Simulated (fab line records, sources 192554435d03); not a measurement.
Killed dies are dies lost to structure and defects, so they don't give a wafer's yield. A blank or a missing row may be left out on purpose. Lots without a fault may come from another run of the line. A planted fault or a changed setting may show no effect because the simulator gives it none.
Which tool did it? | flow n5_finfet | 13 lots, 36 wafers sampled, at 3 steps of a route of 1938

WHAT THE GAUGES READ, wafer by wafer
N5_HKMG_FIN_CD_MEAS_49: target cd 202 nm.
lot  | measured    | on        | cd_nm (nm)
L649 | day 4 03:00 | cd_sem-03 | 202.1 200.8 201.9
L653 | day 4 23:25 | cd_sem-01 | 201.1 200.8
L655 | day 5 10:49 | cd_sem-02 | 202.1 201.5
L656 | day 5 21:46 | cd_sem-02 | 202.3 202.0
L657 | day 6 03:35 | cd_sem-01 | 201.6 200.9 202.5
L658 | day 6 06:58 | cd_sem-02 | 201.5 201.4 202.1
L660 | day 6 16:34 | cd_sem-02 | 202.9 201.7 203.0
L662 | day 7 06:36 | cd_sem-03 | 201.8 202.2 201.7
L663 | day 7 11:05 | cd_sem-03 | 201.3 201.5 201.7
L666 | day 8 04:44 | cd_sem-01 | 201.7 202.3 201.1
L667 | day 8 10:34 | cd_sem-01 | 202.5 202.9 202.7
L668 | day 8 16:24 | cd_sem-03 | 203.3 202.7 203.1
L671 | day 9 11:14 | cd_sem-02 | 201.3 201.5 201.1

WHICH TOOL RAN EACH LOT (tool, then ch and the chambers of the sampled wafers, then the start)
lot  | N5_HKMG_FIN_HK_ALD_01           | N5_HKMG_FIN_HK_ANNEAL_02
L649 | ald_hk-02 ch 0,1,3, day 4 02:03 | rtp_anneal-02 ch 0, day 4 02:16
L653 | ald_hk-02 ch 1,3, day 4 22:22   | rtp_anneal-02 ch 0, day 4 22:39
L655 | ald_hk-03 ch 1,3, day 5 09:52   | rtp_anneal-01 ch 0, day 5 10:03
L656 | ald_hk-03 ch 1,3, day 5 20:56   | rtp_anneal-02 ch 0, day 5 21:14
L657 | ald_hk-03 ch 0,1,2, day 6 02:36 | rtp_anneal-01 ch 0, day 6 02:58
L658 | ald_hk-02 ch 0,1,3, day 6 06:01 | rtp_anneal-02 ch 0, day 6 06:14
L660 | ald_hk-03 ch 1,2, day 6 15:44   | rtp_anneal-02 ch 0, day 6 15:59
L662 | ald_hk-01 ch 1,2,3, day 7 05:46 | rtp_anneal-01 ch 0, day 7 06:01
L663 | ald_hk-02 ch 1,2,3, day 7 10:17 | rtp_anneal-01 ch 0, day 7 10:28
L666 | ald_hk-02 ch 0,1,2, day 8 03:45 | rtp_anneal-02 ch 0, day 8 04:04
L667 | ald_hk-03 ch 0,1,2, day 8 09:38 | rtp_anneal-01 ch 0, day 8 09:49
L668 | ald_hk-01 ch 1,2, day 8 15:35   | rtp_anneal-02 ch 0, day 8 15:46
L671 | ald_hk-02 ch 0,3, day 9 10:23   | rtp_anneal-02 ch 0, day 9 10:40
- N5_HKMG_FIN_HK_ALD_01: deposits HfO2, target thk 1.6 nm, pulse time 3 s, purge time 3 s.
- N5_HKMG_FIN_HK_ANNEAL_02: time 30 s.

WHAT THE TOOLS THEMSELVES READ (means of the sampled wafers that have a number; where no wafer has one, the mark that the record gives instead)
N5_HKMG_FIN_HK_ALD_01.
lot  | tool      | precursor_pulse_height_rel
L649 | ald_hk-02 | 1.003
L653 | ald_hk-02 | 0.984
L655 | ald_hk-03 | 1.004
L656 | ald_hk-03 | 1.010
L657 | ald_hk-03 | 1.001
L658 | ald_hk-02 | 1.003
L660 | ald_hk-03 | 0.997
L662 | ald_hk-01 | 0.992
L663 | ald_hk-02 | 0.982
L666 | ald_hk-02 | 1.006
L667 | ald_hk-03 | 0.982
L668 | ald_hk-01 | 0.991
L671 | ald_hk-02 | 1.006

N5_HKMG_FIN_HK_ANNEAL_02.
lot  | tool          | lamp_power_pct (%) | lamp_zone_6_pct (%) | wafer_temp_C_max
L649 | rtp_anneal-02 | 8.83               | 8.723               | 703.1
L653 | rtp_anneal-02 | 8.82               | 8.733               | 702.8
L655 | rtp_anneal-01 | 8.79               | 8.720               | 702.8
L656 | rtp_anneal-02 | 8.79               | 8.716               | 702.5
L657 | rtp_anneal-01 | 8.78               | 8.724               | 702.6
L658 | rtp_anneal-02 | 8.80               | 8.724               | 702.3
L660 | rtp_anneal-02 | 8.78               | 8.732               | 702.7
L662 | rtp_anneal-01 | 8.84               | 8.733               | 702.8
L663 | rtp_anneal-01 | 8.81               | 8.726               | 703.4
L666 | rtp_anneal-02 | 8.76               | 8.730               | 702.5
L667 | rtp_anneal-01 | 8.82               | 8.729               | 703.2
L668 | rtp_anneal-02 | 8.80               | 8.728               | 702.8
L671 | rtp_anneal-02 | 8.80               | 8.725               | 703.0

THE ANSWER, worked out from the rows above alone
Rule: what is usual is taken from the lots themselves. Put in order of their means at a reading, lots are off if they are a third of the lots or fewer, leave a main group of 4 or more, and stand apart from it by a gap of 3 or more times the standard deviation of the main group's means; of several such gaps the widest counts. A main group whose means are all the same, to the digits that the tables above print for the reading, isn't used. A lot without any number at a reading at which 4 lots or more have one is off too. The other lots that the step has rows for count as sound. The gauges are gone through in route order, then the tools' own readings, and for those a lot's mean is taken as printed above. The first step at which some lot is off is used, and at that step the reading that is off furthest; a lot without a number counts as furthest.
No lot is off at any reading shown: from this, nothing can be told.

WHAT THE SIMULATOR HAD PUT IN
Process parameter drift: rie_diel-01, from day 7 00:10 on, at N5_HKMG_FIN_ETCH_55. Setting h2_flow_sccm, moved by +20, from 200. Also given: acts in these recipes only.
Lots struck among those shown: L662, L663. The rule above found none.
